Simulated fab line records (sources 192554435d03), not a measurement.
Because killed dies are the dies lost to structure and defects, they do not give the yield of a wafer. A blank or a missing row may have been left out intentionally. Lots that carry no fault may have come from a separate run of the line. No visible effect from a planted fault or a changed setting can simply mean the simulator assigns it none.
fab line records ; flow n5_finfet
record lots=5; wafers=15; last_day=17
route steps=1938 shown SD_EPI_N@291 SD_EPI_P@295
lots with no fault: from the same line, run without faults
start_h: start of the lot's first displayed wafer, in hours after the record's first day ; wait_h: hours since the lot's step before ; " repeats the value in the row above ; L1.1+2: one row covering several wafers at once ; - no value, or no start was given ; * or withheld: withheld ; < > ~ a bound
route shown NAME@n: names a module that has steps shown in the file, with the first one's number in the route ; usual: mean/standard deviation taken from wafers without a fault ; same: alike in all rows ; chamber/n: place in a boat ; sites: readings site by site ; _std_site: how widely they spread, as a standard deviation ; _edge_site: the outer-site mean with the inner-site mean subtracted ; radius_mm: how far each site lies from the wafer's centre ; mask NAME#n: copy n ; behind: the tool/chamber that last shaped the wafer ; hold: the reason the lot was held/the length of the hold in hours/how it ended ; device: names the non-switching transistor (n, p or np) ; end of line: the route-end tests of the same wafers ; a step without rows: its recipe alone ; killed: not the wafer's yield, but the dies lost to structure and defects at the first sort ; map: per-die view of a wafer (x killed, . not killed, _ where there is no die)
set.NAME: the setting as run; set.NAME@STEP: as run at that earlier step ; model.NAME: the simulator's own value behind a step, which no gauge read
a table for each step, a row for each wafer; lots at some steps of the route
services: the hour from which a tool's chamber was out of use, counted from the record's first day as start_h (under 0 if before that day), plus the number of hours and why
## steps
# step N5_SD_EPI_N_SRD_25
# recipe time_s=30; temp_c=23; rinse_liquid=diw; dry=ipa_marangoni
lot.wafer;tool;chamber;start_h;wait_h
L076.1+4+6;wet_bench-06;5,2,0;66.62;0.0
L078.3+4+5;wet_bench-06;5,3,2;75.80;0.0
L081.1+3+4;wet_bench-06;3,7,2;97.59;0.0
L086.1+3+6;wet_bench-04;5,4,7;124.86;0.0
L096.3+4+6;wet_bench-06;7,5,6;186.31;0.0
# step N5_SD_EPI_N_PRECLEAN_49
# recipe chemistry=NF3:NH3; afs_cycles=1; temp_c=30; time_s=20; sublimation_temp_c=180; sublimation_time_s=60; pressure_torr=3; rf_power_w=30
lot.wafer;tool;chamber;start_h;wait_h
L076.1+4+6;remote_plasma-02;0;66.67;0.0
L078.3+4+5;remote_plasma-01;1;75.91;0.1
L081.1+3+4;remote_plasma-02;1;97.64;0.0
L086.1+3+6;remote_plasma-02;0;124.90;0.0
L096.3+4+6;remote_plasma-02;1;186.42;0.1
# step N5_SD_EPI_N_LINER_46
# recipe material=SiNx; target_thk_a=30; temp_c=400; ald_precursor_family=SiH2I2; ald_co_reactant=N2/H2-plasma; pressure_torr=2
# usual heater_power_outer_w=506/48; heater_power_w=827/64; susceptor_temp_C=400.00/0.22
lot.wafer;tool;chamber;start_h;wait_h;heater_power_outer_w;heater_power_w;susceptor_temp_C
L076.1;ald_sin-02;0;66.87;0.2;513;830;400.28
L076.4;ald_sin-02;1;66.87;0.2;494;824;399.77
L076.6;ald_sin-02;2;66.87;0.2;511;827;400.00
L078.3;ald_sin-01;1;76.05;0.1;517;900;400.52
L078.4;ald_sin-01;3;76.05;0.1;634;950;399.84
L078.5;ald_sin-01;1;76.05;0.1;506;883;400.27
L081.1;ald_sin-03;3;97.84;0.2;522;847;400.28
L081.3;ald_sin-03;0;97.84;0.2;409;735;400.02
L081.4;ald_sin-03;1;97.84;0.2;499;826;399.97
L086.1;ald_sin-03;0;125.10;0.2;423;733;399.95
L086.3;ald_sin-03;3;125.10;0.2;513;838;400.11
L086.6;ald_sin-03;0;125.10;0.2;422;733;399.72
L096.3;ald_sin-02;0;186.56;0.1;462;775;399.94
L096.4;ald_sin-02;2;186.56;0.1;477;793;400.04
L096.6;ald_sin-02;0;186.56;0.1;461;773;400.03
# step N5_SD_EPI_N_INSPECT_26
# recipe inspect_instrument=darkfield; mode=post_epi
# usual raw_defect_count=202/38
lot.wafer;tool;chamber;start_h;wait_h;raw_defect_count
L076.1;defect_inspect-02;-;67.12;0.1;183
L076.4;defect_inspect-02;-;67.12;0.1;242
L076.6;defect_inspect-02;-;67.12;0.1;235
L078.3;defect_inspect-02;-;76.30;0.1;201
L078.4;defect_inspect-02;-;76.30;0.1;219
L078.5;defect_inspect-02;-;76.30;0.1;319
L081.1;defect_inspect-02;-;98.09;0.1;135
L081.3;defect_inspect-02;-;98.09;0.1;163
L081.4;defect_inspect-02;-;98.09;0.1;151
L086.1;defect_inspect-02;-;125.35;0.1;177
L086.3;defect_inspect-02;-;125.35;0.1;248
L086.6;defect_inspect-02;-;125.35;0.1;223
L096.3;defect_inspect-02;-;186.81;0.1;259
L096.4;defect_inspect-02;-;186.81;0.1;230
L096.6;defect_inspect-02;-;186.81;0.1;191
# step N5_SD_EPI_P_COAT_34
# recipe resist=SOC; temp_c=250; time_s=60; spin_rpm=1500; resist_thk_nm=350
# usual exhaust_pa=44.9/0.77
lot.wafer;tool;chamber;start_h;wait_h;exhaust_pa
L076.1;litho_track-04;0;67.15;0.0;45.3
L076.4;litho_track-04;0;67.15;0.0;45.1
L076.6;litho_track-04;0;67.15;0.0;43.7
L078.3;litho_track-04;0;76.33;0.0;45.5
L078.4;litho_track-04;0;76.33;0.0;45.2
L078.5;litho_track-04;0;76.33;0.0;45.3
L081.1;litho_track-01;0;98.12;0.0;44.5
L081.3;litho_track-01;0;98.12;0.0;46.5
L081.4;litho_track-01;0;98.12;0.0;45.9
L086.1;litho_track-04;0;125.39;0.0;45.4
L086.3;litho_track-04;0;125.39;0.0;47.0
L086.6;litho_track-04;0;125.39;0.0;45.7
L096.3;litho_track-04;0;186.84;0.0;44.5
L096.4;litho_track-04;0;186.84;0.0;43.5
L096.6;litho_track-04;0;186.84;0.0;44.4
# step N5_SD_EPI_P_COAT_35
# recipe resist=SiARC; temp_c=220; time_s=60; spin_rpm=1500; resist_thk_nm=35
# usual exhaust_pa=45.0/0.9
lot.wafer;tool;chamber;start_h;wait_h;exhaust_pa
L076.1;litho_track-04;0;-;-;44.7
L076.4;litho_track-04;0;-;-;45.5
L076.6;litho_track-04;0;-;-;45.3
L078.3;litho_track-04;0;-;-;44.6
L078.4;litho_track-04;0;-;-;43.6
L078.5;litho_track-04;0;-;-;44.1
L081.1;litho_track-01;0;-;-;45.4
L081.3;litho_track-01;0;-;-;44.7
L081.4;litho_track-01;0;-;-;44.4
L086.1;litho_track-04;0;-;-;47.1
L086.3;litho_track-04;0;-;-;45.3
L086.6;litho_track-04;0;-;-;47.4
L096.3;litho_track-04;0;-;-;44.9
L096.4;litho_track-04;0;-;-;43.9
L096.6;litho_track-04;0;-;-;45.1
# step N5_SD_EPI_P_COAT_03
# recipe resist=CAR-ArF-block; spin_rpm=1500; resist_thk_nm=150
# usual exhaust_pa=45.1/0.92
lot.wafer;tool;chamber;start_h;wait_h;exhaust_pa
L076.1;litho_track-04;0;-;-;45.6
L076.4;litho_track-04;0;-;-;45.8
L076.6;litho_track-04;0;-;-;46.7
L078.3;litho_track-04;0;-;-;44.8
L078.4;litho_track-04;0;-;-;45.4
L078.5;litho_track-04;0;-;-;46.1
L081.1;litho_track-01;0;-;-;43.9
L081.3;litho_track-01;0;-;-;44.1
L081.4;litho_track-01;0;-;-;45.0
L086.1;litho_track-04;0;-;-;45.2
L086.3;litho_track-04;0;-;-;44.2
L086.6;litho_track-04;0;-;-;45.0
L096.3;litho_track-04;0;-;-;46.0
L096.4;litho_track-04;0;-;-;46.0
L096.6;litho_track-04;0;-;-;46.3
# step N5_SD_EPI_P_EBR_05
# recipe solvent=PGMEA; ebr_width_mm=1.5
# usual exhaust_pa=45.2/0.83
lot.wafer;tool;chamber;start_h;wait_h;exhaust_pa
L076.1;litho_track-04;0;-;-;43.9
L076.4;litho_track-04;0;-;-;44.6
L076.6;litho_track-04;0;-;-;44.8
L078.3;litho_track-04;0;-;-;46.3
L078.4;litho_track-04;0;-;-;46.7
L078.5;litho_track-04;0;-;-;43.2
L081.1;litho_track-01;0;-;-;45.2
L081.3;litho_track-01;0;-;-;46.1
L081.4;litho_track-01;0;-;-;45.0
L086.1;litho_track-04;0;-;-;45.5
L086.3;litho_track-04;0;-;-;44.5
L086.6;litho_track-04;0;-;-;45.1
L096.3;litho_track-04;0;-;-;46.4
L096.4;litho_track-04;0;-;-;46.6
L096.6;litho_track-04;0;-;-;44.7
# step N5_SD_EPI_P_SOFTBAKE_04
# recipe temp_c=110; time_s=60; resist=CAR-ArF-block
# usual exhaust_pa=45.0/0.74
lot.wafer;tool;chamber;start_h;wait_h;exhaust_pa
L076.1;litho_track-04;0;-;-;44.8
L076.4;litho_track-04;0;-;-;44.5
L076.6;litho_track-04;0;-;-;44.4
L078.3;litho_track-04;0;-;-;45.9
L078.4;litho_track-04;0;-;-;47.1
L078.5;litho_track-04;0;-;-;45.9
L081.1;litho_track-01;0;-;-;45.0
L081.3;litho_track-01;0;-;-;44.6
L081.4;litho_track-01;0;-;-;44.2
L086.1;litho_track-04;0;-;-;45.6
L086.3;litho_track-04;0;-;-;46.1
L086.6;litho_track-04;0;-;-;44.8
L096.3;litho_track-04;0;-;-;45.2
L096.4;litho_track-04;0;-;-;45.3
L096.6;litho_track-04;0;-;-;46.4
## services
tool;chamber;start_h;hours;kind
litho_track-01;-;64.22;-;consumable_replace:filter
ald_sin-01;-;67.11;6.0;pm
ald_sin-03;2;71.24;4.0;repair
ald_sin-02;-;85.25;14.0;pm
ald_sin-02;0;85.25;14.0;vent_cycle
ald_sin-02;1;85.25;14.0;vent_cycle
ald_sin-02;2;85.25;14.0;vent_cycle
ald_sin-02;3;85.25;14.0;vent_cycle
ald_sin-02;0;99.25;-;clean
ald_sin-02;1;99.25;-;clean
ald_sin-02;2;99.25;-;clean
ald_sin-02;3;99.25;-;clean
remote_plasma-01;-;108.84;0.2;repair
ald_sin-03;-;177.57;14.0;pm
ald_sin-03;0;177.57;14.0;vent_cycle
ald_sin-03;1;177.57;14.0;vent_cycle
ald_sin-03;2;177.57;14.0;vent_cycle
ald_sin-03;3;177.57;14.0;vent_cycle
## key
fault none
